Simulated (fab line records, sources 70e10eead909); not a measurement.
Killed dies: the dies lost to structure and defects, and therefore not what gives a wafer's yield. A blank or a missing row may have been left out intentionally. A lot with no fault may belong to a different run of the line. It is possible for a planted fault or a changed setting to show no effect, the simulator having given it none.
Struck lot and sound lot, side by side :: flow nand-harc :: 14 steps out of a route of 1302
Sound: the wafers L599.4, L599.5, L599.6. Struck: wafers L614.2, L614.6. (L614.4 of the same lot was not struck and is left out.) The cause comes at the end.
Each step with rows lists, per side, the tool, then ch with its chambers, then its first start. Under that, the readings that differ: sound wafers :: struck wafers :: difference of the means :: sigmas: that difference in standard deviations of wafers without a fault.
alike: same words and numbers on both sides, and readings whose means sit less than 2 such deviations apart. not compared: any withheld reading, any reading some wafer has no value for, any bound like >300 that may hide the same value, and any number with overlapping values for which the record gives no deviation.
The two part at a step that has a row with sigmas, a row that says differs or no value, or rows on one side only. Non-overlapping numbers with no deviation appear without sigmas and do not part them. A reading that every wafer of one side lacks parts them only if that side has two wafers or more.

NHARC_P_STI_ETCH_42: etches the open film in N2/H2, target depth 80 nm, overetch 24 nm, time 61 s.
  sound on rie-diel-05 ch 2,3, day 2 21:24; struck on rie-diel-05 ch 0,2, day 9 00:54
  alike: drypump-motor-current-A, n2-flow-sccm, oes-product-au, rf-vpp-V, showerhead-plenum-p-Torr, throttle-valve-pct
  not compared: rf-hours-counter-h
NHARC_P_STI_ETCH_31: etches the open film in CF4/CHF3, target depth 108.9 nm, time 54.5 s.
  sound: rie-diel-05 ch 0,1,3; struck: rie-diel-05 ch 1
reading: throttle-valve-pct (%)
sound: 16.791 16.792 16.798
struck: 16.811 16.815
difference: +0.019
sigmas: +2
  alike: cf4-flow-sccm, drypump-motor-current-A, oes-product-au, rf-vpp-V, showerhead-plenum-p-Torr
  not compared: rf-hours-counter-h
NHARC_P_STI_ETCH_15: etches the open film in HBr/Cl2, target depth 300 nm, time 100.1 s.
  sound on rie-si-05 ch 2,3, day 2 21:36; struck on rie-si-05 ch 1,3, day 9 01:05
  alike: drypump-motor-current-A, he-backside-leak-sccm, oes-product-au, throttle-valve-pct
  not compared: rf-hours-counter-h
NHARC_P_STI_CD_MEAS_16:
  struck on cd-sem-02, day 9 01:15; sound on cd-sem-02, day 2 21:45
  alike: cd-nm
NHARC_P_STI_OCD_MEAS_17:
  struck on ocd-01, day 9 01:20; sound on ocd-02, day 2 21:50
  alike: trench-depth-nm, trench-foot-cd-nm
then, 3 steps without rows for these wafers: NHARC_P_STI_STRIP_19 (strips in SPM, time 900 s); NHARC_P_STI_PRECLEAN_32 (cleans in SC1); NHARC_P_STI_SRD_23.
NHARC_P_STI_OCD_MEAS_43:
  struck on ocd-02, day 9 01:56; sound on ocd-01, day 2 22:21
  alike: trench-depth-nm, trench-foot-cd-nm
then, 3 steps without rows for these wafers: NHARC_P_STI_OXIDE_33 (material SiO2, target thk 10 nm, ox time 281 s); NHARC_P_STI_HDPCVD_20 (deposits SiO2); NHARC_P_STI_ANNEAL_34 (time 1800 s).
NHARC_P_STI_CMP_21: polishes, t overpolish 20 s, target thk 380.67 nm.
  sound on cmp-01 ch 0,3, day 3 15:20; struck on cmp-02 ch 1, day 9 16:22
reading: overpolish-run-s (s)
sound: 20.021 20.022 19.999
struck: 97.417 97.421
difference: +77.405
sigmas: +99 or more

reading: retaining-ring-pressure-frac
sound: 0.994 0.994 0.996
struck: 1.001 1.010
difference: +0.011
sigmas: +2

reading: t-overpolish-s (s)
sound: 20 20 20
struck: 97.421 97.421
difference: +77.421
sigmas: 
  alike: motor-current-A
NHARC_END_SORT_01:
  the record has rows for the sound wafers here (prober-02 ch 0, day 23 22:26) and none for the struck ones

== WHERE THEY PART ==
Last at NHARC_END_SORT_01 as far as this record goes, first at NHARC_P_STI_ETCH_31.

WHY: what had been put in by the simulator
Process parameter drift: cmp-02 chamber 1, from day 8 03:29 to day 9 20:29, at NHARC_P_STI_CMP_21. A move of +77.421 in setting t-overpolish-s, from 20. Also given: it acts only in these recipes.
